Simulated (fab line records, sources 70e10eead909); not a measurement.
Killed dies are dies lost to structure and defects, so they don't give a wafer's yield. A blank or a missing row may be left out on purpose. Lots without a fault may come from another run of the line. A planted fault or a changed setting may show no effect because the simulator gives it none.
fab line records | flow nand_harc
record lots=24 wafers=72 last_day=34
route steps=1302 shown A_SGD_CUT@920 A_WL_FILL@972 A_CONTACT@999
lots that met no fault: from a run of the same line without faults
start_h: hours from the record's first day to the start of the lot's first wafer shown | wait_h: hours since the lot's step before | " the same as in the row above | L1.1+2: a row that stands for several wafers | - no value, or no start given | * or withheld: withheld | < > ~ a bound
route shown NAME@n: a module of which the file shows steps, and the number in the route of the first | usual: mean/standard deviation of fault-free wafers | same: alike in all rows | chamber/n: place in a boat | sites: the reading at each site | _std_site: their standard deviation | _edge_site: outer sites' mean less inner sites' | radius_mm: how far each site lies from the wafer's centre | mask NAME#n: copy n | behind: the tool/chamber that last shaped the wafer | hold: why the lot was held/for how many hours/how that ended | device: the transistor (n, p or np) that didn't switch | end of line: the same wafers' tests at the end of the route | a step without rows: its recipe alone | killed: dies lost to structure and defects at the first sort, not the wafer's yield | map: a wafer's dies, x killed, . not, _ none there
set.NAME: the setting as run; set.NAME@STEP: as run at that earlier step | model.NAME: the simulator's own value behind a step, which no gauge read
steps of the route over a sample of lots; a table a step, a row a wafer
services: from which hour (start_h, from the record's first day; less than 0 if before it) a tool's chamber was out of use, for how many hours, and why
## steps
# step NHARC_A_SGD_CUT_STRIP_28
# recipe time_s=20 o2_flow_sccm=500 ar_flow_sccm=0 bias_w=0 chemistry=O2
# usual drypump_motor_current_A=5.7/0.33 oes_product_au=0.999/0.011 rf_vpp_V=57.9/0.96 showerhead_plenum_p_Torr=3.55/0.15 throttle_valve_pct=17.036/0.0093
# columns lot.wafer tool chamber start_h wait_h drypump_motor_current_A oes_product_au rf_hours_counter_h rf_vpp_V showerhead_plenum_p_Torr throttle_valve_pct
L075.2 rie_diel-10 0 - - 5.6 0.996 2 57.0 3.43 17.054
L075.3 " 2 " " 5.6 1.000 3 57.5 3.55 17.053
L075.5 " 0 " " 5.6 0.983 - 59.1 3.43 17.047
L074.4 rie_diel-10 1 - - 5.6 1.011 4 57.8 3.59 17.036
L074.3 " 2 " " 5.6 1.001 4 58.5 3.55 17.040
L074.5 " 1 " " 5.6 1.005 - 58.3 3.59 17.037
L076.1 rie_diel-06 3 - - 5.8 0.994 7 56.2 3.30 17.036
L076.2 " 0 " " 5.8 0.973 8 58.5 3.59 17.047
L076.5 " 2 " " 5.2 1.011 - 58.5 3.79 17.033
L077.4 rie_diel-06 3 - - 5.9 0.990 7 58.1 3.30 17.044
L077.2 " 1 " " 5.1 1.028 8 60.0 3.76 17.044
L077.6 " 3 " " 5.8 1.003 - 57.8 3.30 17.044
L078.1 rie_diel-06 2 - - 5.2 1.002 8 59.2 3.79 17.045
L078.4 " 3 " " 5.8 1.007 8 57.7 3.30 17.032
L078.2 " 0 " " 5.8 0.981 8 58.0 3.59 17.030
L080.4 rie_diel-03 1 - - 6.2 1.006 0 58.6 3.43 17.050
L080.1 " 2 " " 6.1 1.004 0 57.9 3.62 17.047
L080.2 " 0 " " 5.9 1.005 0 57.7 3.54 17.031
L079.2 rie_diel-10 2 - - 5.6 1.000 6 57.7 3.55 17.041
L079.5 " 3 " " 6.1 0.992 - 57.7 3.63 17.048
L079.6 " 0 " " 5.5 0.981 - 57.5 3.43 17.016
L082.1 rie_diel-10 1 - - 5.6 0.995 10 58.6 3.59 17.039
L082.6 " 3 " " 6.2 0.999 - 58.1 3.63 17.047
L082.5 " 0 " " 5.5 0.977 - 58.1 3.43 17.018
L084.1 rie_diel-06 2 531.73 0.1 5.2 0.992 2 59.7 3.79 17.037
L084.3 " 1 " " 5.1 1.013 2 58.4 3.76 17.044
L084.5 " 0 " " 5.8 0.992 - 58.0 3.59 17.030
L083.1 rie_diel-10 3 - - 6.2 0.996 10 59.6 3.63 17.037
L083.4 " 0 " " 5.6 0.983 11 57.1 3.42 17.032
L083.3 " 1 " " 5.6 1.006 11 58.2 3.58 17.043
L081.2 rie_diel-06 3 - - 5.9 1.008 1 56.0 3.30 17.038
L081.4 " 1 " " 5.1 1.013 2 58.4 3.76 17.021
L081.1 " 2 " " 5.2 1.003 2 58.7 3.79 17.041
L085.4 rie_diel-03 1 - - 6.2 0.999 4 57.7 3.43 17.037
L085.3 " 2 " " 6.0 0.995 4 58.3 3.61 17.038
L085.5 " 0 " " 5.9 1.008 - 57.3 3.54 17.023
L086.1 rie_diel-10 0 - - 5.6 0.983 12 58.9 3.42 17.041
L086.6 " 1 " " 5.6 1.011 - 58.6 3.58 17.034
L086.5 " 2 " " 5.6 1.002 - 57.6 3.55 17.023
L088.1 rie_diel-03 0 575.44 0.1 5.9 1.009 6 59.2 3.54 17.035
L088.6 " 2 " " 6.0 1.000 - 58.8 3.61 17.042
L088.4 " 3 " " 5.4 0.992 - 57.4 3.39 17.035
L089.3 rie_diel-06 3 - - 5.8 1.006 4 57.4 3.30 17.024
L089.2 " 1 " " 5.1 1.008 4 58.0 3.76 17.036
L089.6 " 2 " " 5.2 1.009 - 60.4 3.78 17.023
L087.1 rie_diel-03 3 582.29 0.1 5.4 0.997 6 58.1 3.39 17.037
L087.4 " 3 " " 5.4 0.997 - 56.0 3.39 17.036
L087.6 " 2 " " 6.1 1.006 - 58.7 3.61 17.043
L091.1 rie_diel-06 3 - - 5.9 1.009 5 57.5 3.30 17.013
L091.3 " 0 " " 5.8 0.981 6 58.1 3.59 17.054
L091.2 " 1 " " 5.1 1.021 5 59.2 3.76 17.035
L090.3 rie_diel-03 3 602.77 0.1 5.4 0.995 9 57.7 3.39 17.043
L090.1 " 2 " " 6.1 0.995 8 56.5 3.61 17.047
L090.6 " 0 " " 6.0 0.991 - 57.5 3.54 17.024
L092.4 rie_diel-06 3 - - 5.9 1.001 5 57.3 3.30 17.041
L092.3 " 1 " " 5.1 1.018 5 57.3 3.76 17.030
L092.6 " 3 " " 5.9 0.995 - 56.2 3.30 17.036
L094.3 rie_diel-06 2 - - 5.2 1.004 6 58.0 3.78 17.032
L094.1 " 3 " " 5.8 1.008 5 57.1 3.30 17.038
L094.4 " 0 " " 5.8 0.980 6 56.8 3.59 17.010
L093.4 rie_diel-10 0 - - 5.6 0.992 2 56.4 3.42 17.053
L093.2 " 2 " " 5.7 1.000 2 57.5 3.54 17.050
L093.5 " 0 " " 5.6 0.996 - 58.8 3.42 17.034
L097.2 rie_diel-03 2 - - 6.0 0.992 2 58.8 3.61 17.045
L097.1 " 3 " " 5.4 0.982 1 57.8 3.38 17.055
L097.5 " 3 " " 5.4 0.978 - 57.7 3.39 17.035
L096.3 rie_diel-03 1 - - 6.2 1.012 2 58.2 3.43 17.039
L096.1 " 2 " " 6.0 0.990 2 57.5 3.61 17.037
L096.6 " 0 " " 5.9 0.992 - 56.8 3.53 17.031
L095.3 rie_diel-10 1 - - 5.6 0.996 6 56.5 3.58 17.031
L095.4 " 2 " " 5.6 1.009 6 57.4 3.54 17.047
L095.6 " 0 " " 5.6 1.002 - 57.4 3.42 17.042
# step NHARC_A_WL_FILL_ETCHBACK_26
# recipe target_depth_a=520 time_s=13.3 hbr_flow_sccm=150 rf_w=350 icp_w=350 bias_w=60 chemistry=HBr
# usual drypump_motor_current_A=5.4/0.37 oes_product_au=0.996/0.0083 rf_fwd_power_W=342.7/1.7 throttle_valve_pct=23.267/0.0084
# columns lot.wafer tool chamber start_h wait_h drypump_motor_current_A oes_product_au rf_fwd_power_W rf_hours_counter_h throttle_valve_pct
L076.2 rie_si-01 1 496.32 0.4 5.1 1.001 341.5 0.7 23.271
L076.1 " 2 " " 4.8 1.008 340.4 0.7 23.271
L076.5 " 2 " " 4.8 1.008 340.9 - 23.260
L075.2 rie_si-06 0 496.33 0.4 5.4 0.999 342.2 0.4 23.262
L075.3 " 2 " " 5.9 0.992 343.3 0.5 23.267
L075.5 " 3 " " 6.0 1.001 341.5 - 23.270
L074.3 rie_si-06 1 501.28 0.4 5.2 0.993 341.4 0.5 23.268
L074.4 " 2 " " 5.9 0.986 344.6 0.5 23.270
L074.5 " 1 " " 5.2 0.991 342.8 - 23.273
L077.4 rie_si-05 1 507.10 0.4 5.2 1.002 342.2 0.1 23.259
L077.2 " 3 " " 5.2 1.005 344.3 0.1 23.265
L077.6 " 2 " " 5.0 0.998 343.9 - 23.280
L078.2 rie_si-01 1 507.10 0.4 5.1 1.001 342.0 0.8 23.284
L078.1 " 2 " " 4.8 0.995 341.5 0.8 23.281
L078.4 " 0 " " 5.7 1.019 344.5 0.8 23.264
L080.2 rie_si-05 1 517.31 0.4 5.2 0.986 342.3 0.2 23.283
L080.1 " 3 " " 5.2 1.013 342.9 0.2 23.268
L080.4 " 0 " " 5.5 0.998 342.1 0.2 23.283
L079.2 rie_si-01 0 528.34 0.4 5.6 0.995 344.0 0.9 23.272
L079.6 " 1 " " 5.1 0.980 342.2 - 23.265
L079.5 " 2 " " 4.8 0.992 339.8 - 23.266
L084.1 rie_si-05 2 567.17 0.4 5.0 0.996 345.8 0.4 23.269
L084.3 " 0 " " 5.5 0.987 341.7 0.4 23.270
L084.5 " 0 " " 5.5 0.993 344.2 - 23.263
L082.1 rie_si-05 0 570.48 0.4 5.6 0.988 342.4 0.4 23.265
L082.5 " 3 " " 5.2 1.009 343.4 - 23.276
L082.6 " 0 " " 5.6 0.993 341.0 - 23.268
L083.1 rie_si-01 2 575.45 0.4 4.8 0.984 341.6 0.2 23.266
L083.3 " 3 " " 5.9 1.010 341.7 0.2 23.271
L083.4 " 1 " " 5.1 0.984 343.9 0.1 23.263
L081.1 rie_si-06 1 575.46 0.4 5.2 1.008 338.8 1.0 23.273
L081.2 " 2 " " 5.9 0.996 343.0 0.9 23.249
L081.4 " 3 " " 6.1 1.009 341.5 1.0 23.275
L085.4 rie_si-01 0 589.32 0.4 5.6 0.990 342.3 0.2 23.266
L085.3 " 1 " " 5.1 0.988 344.3 0.2 23.265
L085.5 " 1 " " 5.1 0.987 344.8 - 23.263
L086.1 rie_si-06 2 592.25 0.4 5.9 0.990 345.8 1.0 23.261
L086.6 " 3 " " 6.0 1.010 340.5 - 23.263
L086.5 " 0 " " 5.4 0.993 342.2 - 23.269
L088.1 rie_si-05 0 614.23 0.4 5.6 0.982 343.1 0.7 23.271
L088.4 " 2 " " 5.0 1.007 346.8 0.7 23.287
L088.6 " 1 " " 5.2 1.006 343.0 - 23.268
L089.2 rie_si-01 3 621.69 0.4 5.9 0.993 342.4 0.5 23.267
L089.3 " 0 " " 5.6 0.985 343.1 0.5 23.253
L089.6 " 1 " " 5.1 0.993 342.6 - 23.282
L087.1 rie_si-05 1 626.87 0.4 5.2 0.996 341.5 0.7 23.276
L087.4 " 2 " " 5.0 0.999 346.3 0.8 23.256
L087.6 " 2 " " 5.0 1.005 345.6 - 23.246
L091.2 rie_si-05 2 639.08 0.4 5.0 1.004 345.7 0.8 23.257
L091.3 " 3 " " 5.2 1.006 344.5 0.8 23.272
L091.1 " 0 " " 5.5 0.995 343.8 0.8 23.260
L090.3 rie_si-06 2 643.12 0.4 5.9 1.001 346.7 0.2 23.259
L090.1 " 0 " " 5.4 0.987 342.6 0.2 23.259
L090.6 " 2 " " 5.9 1.005 345.2 - 23.263
L092.4 rie_si-05 3 647.72 0.4 5.2 1.013 344.4 0.8 23.260
L092.3 " 0 " " 5.6 0.992 342.1 0.9 23.274
L092.6 " 1 " " 5.2 0.993 343.0 - 23.257
L093.4 rie_si-01 1 660.67 0.4 5.1 1.000 343.1 0.8 23.264
L093.2 " 2 " " 4.8 0.989 339.5 0.9 23.272
L093.5 " 2 " " 4.8 0.993 340.1 - 23.259
L094.1 rie_si-06 2 660.68 0.4 5.9 1.007 342.2 0.3 23.236
L094.4 " 3 " " 6.0 1.001 340.1 0.3 23.272
L094.3 " 0 " " 5.4 0.999 341.0 0.3 23.258
L097.2 rie_si-01 2 698.87 0.4 4.8 0.988 341.0 1.1 23.267
L097.1 " 1 " " 5.1 0.985 344.0 1.0 23.266
L097.5 " 3 " " 6.0 0.999 342.2 - 23.268
L096.3 rie_si-06 0 703.30 0.4 5.4 1.001 344.0 0.6 23.280
L096.1 " 2 " " 5.9 0.982 343.4 0.6 23.266
L096.6 " 3 " " 6.0 0.992 341.7 - 23.265
L095.3 rie_si-05 1 717.33 0.4 5.2 0.985 342.3 0.3 23.270
L095.4 " 2 " " 5.0 0.998 345.8 0.1 23.265
L095.6 " 3 " " 5.2 1.003 345.0 - 23.265
# step NHARC_A_CONTACT_INSPECT_44
# usual raw_defect_count=90/33
# columns lot.wafer tool chamber start_h wait_h raw_defect_count
L076.1 defect_inspect-01 - 503.06 0.0 98
L076.2 " - " " 95
L076.5 " - " " 121
L075.2 defect_inspect-01 - 503.35 0.0 59
L075.3 " - " " 68
L075.5 " - " " 68
L074.3 defect_inspect-02 - 509.29 0.0 130
L074.4 " - " " 117
L074.5 " - " " 110
L077.2 defect_inspect-02 - 513.93 0.0 99
L077.4 " - " " 114
L077.6 " - " " 118
L078.1 defect_inspect-01 - 514.11 0.0 50
L078.2 " - " " 81
L078.4 " - " " 64
L080.1 defect_inspect-01 - 524.73 0.0 24
L080.2 " - " " 22
L080.4 " - " " 31
L079.2 defect_inspect-01 - 535.20 0.0 124
L079.5 " - " " 151
L079.6 " - " " 150
L084.1 defect_inspect-01 - 574.03 0.0 30
L084.3 " - " " 26
L084.5 " - " " 32
L082.1 defect_inspect-01 - 577.35 0.0 87
L082.5 " - " " 82
L082.6 " - " " 95
L081.1 defect_inspect-02 - 584.19 0.0 77
L081.2 " - " " 91
L081.4 " - " " 98
L083.1 defect_inspect-02 - 584.73 0.0 142
L083.3 " - " " 124
L083.4 " - " " 134
L085.3 defect_inspect-01 - 596.50 0.0 84
L085.4 " - " " 88
L085.5 " - " " 90
L086.1 defect_inspect-01 - 600.54 0.0 84
L086.5 " - " " 93
L086.6 " - " " 95
L088.1 defect_inspect-01 - 623.94 0.0 78
L088.4 " - " " 89
L088.6 " - " " 57
L089.2 defect_inspect-01 - 628.58 0.0 55
L089.3 " - " " 58
L089.6 " - " " 56
L087.1 defect_inspect-01 - 634.59 0.0 77
L087.4 " - " " 70
L087.6 " - " " 71
L091.1 defect_inspect-02 - 647.04 0.0 95
L091.2 " - " " 77
L091.3 " - " " 68
L090.1 defect_inspect-01 - 650.05 0.0 140
L090.3 " - " " 141
L090.6 " - " " 137
L092.3 defect_inspect-01 - 654.57 0.0 128
L092.4 " - " " 149
L092.6 " - " " 146
L094.1 defect_inspect-01 - 668.99 0.0 71
L094.3 " - " " 68
L094.4 " - " " 58
L093.2 defect_inspect-01 - 670.26 0.0 123
L093.4 " - " " 119
L093.5 " - " " 120
L097.1 defect_inspect-01 - 705.72 0.0 101
L097.2 " - " " 113
L097.5 " - " " 103
L096.1 defect_inspect-01 - 711.35 0.1 102
L096.3 " - " " 107
L096.6 " - " " 113
L095.3 defect_inspect-01 - 724.05 0.0 71
L095.4 " - " " 70
L095.6 " - " " 75
# step NHARC_A_CONTACT_DESCUM_47
# recipe time_s=3 o2_flow_sccm=200 ar_flow_sccm=0 bias_power_w=0 chemistry=O2
# usual drypump_motor_current_A=5.91/0.29 oes_product_au=1.003/0.01 rf_vpp_V=58.0/0.85 showerhead_plenum_p_Torr=1.94/0.064 throttle_valve_pct=11.311/0.0094
# columns lot.wafer tool chamber start_h wait_h drypump_motor_current_A oes_product_au rf_hours_counter_h rf_vpp_V showerhead_plenum_p_Torr throttle_valve_pct
L076.2 rie_diel-04 0 503.13 0.1 6.42 1.000 21 57.8 1.92 11.311
L076.1 " 1 " " 6.14 1.002 23 57.8 1.93 11.310
L076.5 " 0 " " 6.39 1.002 - 57.9 1.92 11.314
L075.2 rie_diel-01 0 503.41 0.1 5.46 1.002 38 58.6 2.06 11.300
L075.3 " 1 " " 5.91 1.003 40 57.9 1.93 11.314
L075.5 " 1 " " 5.88 0.998 - 57.5 1.93 11.300
L074.3 rie_diel-04 0 509.35 0.1 6.39 0.983 23 57.1 1.92 11.313
L074.4 " 3 " " 5.98 1.003 16 60.2 2.01 11.311
L074.5 " 1 " " 6.12 1.015 - 57.2 1.93 11.315
L077.4 rie_diel-08 3 514.00 0.1 5.82 1.010 43 58.1 1.88 11.315
L077.2 " 1 " " 5.62 1.009 39 57.8 1.97 11.289
L077.6 " 2 " " 5.56 1.005 - 57.6 1.86 11.312
L078.1 rie_diel-04 1 514.18 0.1 6.12 1.013 25 57.2 1.93 11.314
L078.4 " 2 " " 5.98 1.002 23 58.2 2.01 11.293
L078.2 " 0 " " 6.43 0.988 24 56.5 1.92 11.320
L080.2 rie_diel-04 3 524.80 0.1 5.97 1.012 21 57.7 2.01 11.311
L080.1 " 1 " " 6.11 1.015 28 58.7 1.93 11.322
L080.4 " 2 " " 6.00 1.009 26 58.6 2.01 11.317
L079.2 rie_diel-01 0 535.27 0.1 5.46 1.012 50 58.7 2.06 11.327
L079.6 " 0 " " 5.45 1.000 - 59.2 2.06 11.305
L079.5 " 1 " " 5.89 1.004 - 58.7 1.92 11.282
L084.1 rie_diel-08 3 574.09 0.1 5.82 1.009 4 56.9 1.87 11.298
L084.3 " 2 " " 5.60 1.010 5 57.9 1.86 11.318
L084.5 " 3 " " 5.86 1.012 - 57.7 1.87 11.308
L082.1 rie_diel-04 2 577.43 0.1 6.00 0.990 2 59.2 2.01 11.314
L082.6 " 3 " " 5.97 0.989 - 58.7 2.01 11.313
L082.5 " 1 " " 6.12 1.000 - 57.9 1.93 11.310
L081.2 rie_diel-04 1 584.25 0.1 6.12 0.999 3 57.3 1.93 11.321
L081.1 " 3 " " 5.98 0.999 4 58.4 2.01 11.313
L081.4 " 3 " " 5.99 0.989 - 57.8 2.01 11.317
L083.4 rie_diel-01 2 584.79 0.1 6.15 1.019 5 59.6 2.07 11.316
L083.1 " 0 " " 5.43 0.999 6 56.5 2.06 11.296
L083.3 " 1 " " 5.88 1.001 4 57.0 1.92 11.311
L085.3 rie_diel-04 3 596.57 0.1 5.98 0.999 7 57.6 2.01 11.306
L085.4 " 3 " " 5.98 0.998 - 56.7 2.01 11.314
L085.5 " 1 " " 6.12 1.005 - 58.2 1.93 11.298
L086.1 rie_diel-08 0 600.62 0.1 5.36 1.016 18 57.7 1.92 11.332
L086.5 " 2 " " 5.59 1.020 - 58.0 1.85 11.308
L086.6 " 3 " " 5.83 0.991 - 58.6 1.86 11.305
L088.4 rie_diel-08 3 624.02 0.1 5.83 1.000 27 57.3 1.86 11.311
L088.1 " 0 " " 5.36 1.021 27 56.9 1.92 11.312
L088.6 " 1 " " 5.60 0.987 - 57.8 1.96 11.315
L089.3 rie_diel-04 2 628.66 0.1 6.00 0.984 13 58.1 2.01 11.309
L089.2 " 3 " " 5.97 0.996 13 57.8 2.01 11.314
L089.6 " 0 " " 6.38 0.989 - 57.6 1.91 11.313
L087.1 rie_diel-08 1 634.67 0.1 5.60 1.000 28 58.0 1.96 11.317
L087.4 " 2 " " 5.59 1.006 27 57.4 1.85 11.310
L087.6 " 0 " " 5.36 1.025 - 59.4 1.92 11.319
L091.2 rie_diel-04 2 647.10 0.1 5.99 1.008 17 58.2 2.01 11.299
L091.1 " 3 " " 5.95 0.997 18 59.4 2.01 11.308
L091.3 " 1 " " 6.12 1.020 18 57.6 1.92 11.302
L090.1 rie_diel-04 3 650.12 0.1 5.97 0.994 19 57.8 2.00 11.321
L090.3 " 0 " " 6.36 1.002 11 57.5 1.91 11.327
L090.6 " 2 " " 5.99 0.993 - 58.3 2.01 11.293
L092.3 rie_diel-04 2 654.63 0.1 6.01 0.998 19 57.4 2.01 11.319
L092.4 " 1 " " 6.13 0.998 20 57.6 1.92 11.310
L092.6 " 2 " " 6.02 0.991 - 58.1 2.01 11.304
L094.1 rie_diel-04 1 669.05 0.1 6.10 1.003 23 57.8 1.92 11.314
L094.4 " 2 " " 6.01 0.998 21 57.8 2.01 11.312
L094.3 " 0 " " 6.39 0.994 15 56.5 1.91 11.317
L093.2 rie_diel-08 0 670.32 0.1 5.36 1.026 43 58.6 1.91 11.313
L093.4 " 2 " " 5.58 1.012 38 57.6 1.85 11.321
L093.5 " 1 " " 5.56 0.995 - 58.1 1.95 11.310
L097.2 rie_diel-04 1 705.79 0.1 6.12 1.010 27 58.3 1.92 11.310
L097.1 " 2 " " 6.00 0.989 26 57.5 2.00 11.325
L097.5 " 0 " " 6.39 0.994 - 58.7 1.91 11.303
L096.1 rie_diel-08 1 711.41 0.1 5.58 0.998 53 57.2 1.95 11.308
L096.3 " 0 " " 5.34 1.033 56 57.7 1.91 11.318
L096.6 " 2 " " 5.61 1.009 - 57.3 1.84 11.331
L095.4 rie_diel-04 2 724.12 0.1 6.02 0.985 1 58.3 2.00 11.311
L095.3 " 0 " " 6.39 1.001 1 58.3 1.91 11.298
L095.6 " 1 " " 6.12 1.002 - 56.8 1.92 11.314
# step NHARC_A_CONTACT_ETCH_111
# recipe source_w=withheld pressure_mtorr=20 bias_v=withheld time_s=140 target_depth_a=7000 ar_flow_sccm=withheld c4f8_flow_sccm=withheld o2_flow_sccm=withheld chemistry=C4F8/O2/Ar
# columns lot.wafer tool chamber start_h wait_h rf_hours_counter_h
L075.2 har_cap_etch-02 1 505.26 - 83
L075.3 " 1 " " -
L075.5 " 0 " " -
L076.1 har_cap_etch-03 1 505.31 - 37
L076.2 " 0 " " 37
L076.5 " 1 " " -
L074.3 har_cap_etch-02 1 511.25 - -
L074.4 " 0 " " -
L074.5 " 1 " " -
L077.2 har_cap_etch-01 1 515.80 - 0
L077.4 " 1 " " -
L077.6 " 1 " " -
L078.1 har_cap_etch-03 1 516.06 - 40
L078.2 " 0 " " 40
L078.4 " 1 " " -
L080.1 har_cap_etch-03 0 528.11 - 44
L080.2 " 1 " " 44
L080.4 " 0 " " -
L079.2 har_cap_etch-02 1 537.09 - 94
L079.5 " 1 " " -
L079.6 " 0 " " -
L084.1 har_cap_etch-03 0 575.95 - 49
L084.3 " 0 " " -
L084.5 " 0 " " -
L082.1 har_cap_etch-02 1 579.63 - 98
L082.5 " 0 " " -
L082.6 " 1 " " -
L081.1 har_cap_etch-03 0 586.45 - 51
L081.2 " 1 " " 51
L081.4 " 1 " " -
L083.1 har_cap_etch-02 0 586.65 - 100
L083.3 " 0 " " -
L083.4 " 1 " " -
L085.3 har_cap_etch-03 0 598.81 - -
L085.4 " 1 " " -
L085.5 " 0 " " -
L086.1 har_cap_etch-01 0 602.51 - 17
L086.5 " 1 " " -
L086.6 " 0 " " -
L088.1 har_cap_etch-03 1 625.83 - 60
L088.4 " 0 " " -
L088.6 " 1 " " -
L089.2 har_cap_etch-02 1 630.51 - 108
L089.3 " 1 " " -
L089.6 " 0 " " -
L087.1 har_cap_etch-03 0 636.47 - 63
L087.4 " 0 " " -
L087.6 " 1 " " -
L091.2 har_cap_etch-02 1 648.92 - 112
L091.1 " 0 " " 112
L091.3 " 1 " " -
L090.1 har_cap_etch-03 1 652.09 - 67
L090.3 " 0 " " -
L090.6 " 0 " " -
L092.3 har_cap_etch-01 1 656.52 - -
L092.4 " 0 " " -
L092.6 " 0 " " -
L094.1 har_cap_etch-02 1 670.91 - 118
L094.4 " 0 " " -
L094.3 " 1 " " -
L093.2 har_cap_etch-01 0 672.17 - 30
L093.4 " 1 " " -
L093.5 " 1 " " -
L097.1 har_cap_etch-03 0 707.62 - 75
L097.2 " 1 " " 75
L097.5 " 1 " " -
L096.1 har_cap_etch-02 1 713.32 - 123
L096.3 " 0 " " -
L096.6 " 0 " " -
L095.4 har_cap_etch-02 1 725.99 - -
L095.3 " 0 " " -
L095.6 " 0 " " -
# step NHARC_A_CONTACT_ETCH_123
# recipe source_w=withheld pressure_mtorr=20 bias_v=400 time_s=490 target_depth_a=21100 ar_flow_sccm=withheld c4f8_flow_sccm=11.5 o2_flow_sccm=7.2 chemistry=C4F8/O2/Ar
# columns lot.wafer tool chamber start_h wait_h rf_hours_counter_h
L076.1 har_cap_etch-03 1 507.39 0.1 39
L076.2 " 0 " " 39
L076.5 " 1 " " -
L075.2 har_cap_etch-02 1 507.40 0.2 85
L075.3 " 1 " " -
L075.5 " 0 " " -
L074.3 har_cap_etch-02 1 513.43 0.3 -
L074.4 " 0 " " -
L074.5 " 1 " " -
L077.2 har_cap_etch-01 1 517.88 0.1 2
L077.4 " 1 " " -
L077.6 " 1 " " -
L078.1 har_cap_etch-03 1 518.14 0.1 42
L078.2 " 0 " " 42
L078.4 " 1 " " -
L080.1 har_cap_etch-03 0 530.18 0.1 46
L080.2 " 1 " " 46
L080.4 " 0 " " -
L079.2 har_cap_etch-02 1 539.16 0.1 96
L079.5 " 1 " " -
L079.6 " 0 " " -
L084.1 har_cap_etch-03 0 578.07 0.2 51
L084.3 " 0 " " -
L084.5 " 0 " " -
L082.1 har_cap_etch-02 1 581.75 0.2 100
L082.5 " 0 " " -
L082.6 " 1 " " -
L081.1 har_cap_etch-03 0 588.53 0.1 53
L081.2 " 1 " " 53
L081.4 " 1 " " -
L083.1 har_cap_etch-02 0 589.41 0.2 102
L083.3 " 0 " " -
L083.4 " 1 " " -
L085.3 har_cap_etch-03 0 601.01 0.3 -
L085.4 " 1 " " -
L085.5 " 0 " " -
L086.1 har_cap_etch-01 0 604.64 0.2 18
L086.5 " 1 " " -
L086.6 " 0 " " -
L088.1 har_cap_etch-03 1 627.90 0.1 62
L088.4 " 0 " " -
L088.6 " 1 " " -
L089.2 har_cap_etch-02 1 633.34 0.3 110
L089.3 " 1 " " -
L089.6 " 0 " " -
L087.1 har_cap_etch-03 0 638.55 0.1 65
L087.4 " 0 " " -
L087.6 " 1 " " -
L091.2 har_cap_etch-02 1 650.99 0.1 114
L091.1 " 0 " " 114
L091.3 " 1 " " -
L090.1 har_cap_etch-03 1 654.22 0.2 69
L090.3 " 0 " " -
L090.6 " 0 " " -
L092.3 har_cap_etch-01 1 658.70 0.3 -
L092.4 " 0 " " -
L092.6 " 0 " " -
L094.1 har_cap_etch-02 1 673.03 0.2 120
L094.4 " 0 " " -
L094.3 " 1 " " -
L093.2 har_cap_etch-01 0 674.30 0.2 32
L093.4 " 1 " " -
L093.5 " 1 " " -
L097.1 har_cap_etch-03 0 710.39 0.2 77
L097.2 " 1 " " 77
L097.5 " 1 " " -
L096.1 har_cap_etch-02 1 715.46 0.2 125
L096.3 " 0 " " -
L096.6 " 0 " " -
L095.4 har_cap_etch-02 1 728.17 0.3 -
L095.3 " 0 " " -
L095.6 " 0 " " -
## services
# columns tool chamber start_h hours kind
rie_si-01 - 444.87 0.4 repair
rie_diel-04 3 454.43 15.0 repair
rie_diel-06 - 476.89 0.4 repair
rie_si-05 - 482.00 9.0 pm
rie_diel-06 - 484.20 9.0 pm
har_cap_etch-01 - 498.07 17.0 pm
rie_diel-10 2 499.61 4.9 repair
rie_diel-04 3 502.59 2.6 repair
rie_diel-06 3 529.62 5.5 repair
rie_si-01 3 530.53 4.3 repair
har_cap_etch-03 - 531.50 0.2 repair
rie_diel-04 - 531.99 9.0 pm
rie_si-05 3 555.01 14.8 repair
rie_diel-04 1 562.54 2.9 repair
rie_si-05 - 566.24 0.5 repair
rie_diel-04 0 572.98 42.3 repair
rie_diel-06 - 639.15 0.5 repair
rie_si-05 - 659.00 9.0 pm
rie_diel-06 - 661.20 9.0 pm
rie_diel-06 3 672.30 4.1 repair
rie_si-05 2 691.06 3.6 repair
rie_si-05 3 692.76 2.4 repair
rie_diel-06 3 695.15 4.3 repair
rie_diel-04 - 708.99 9.0 pm
## key
fault none
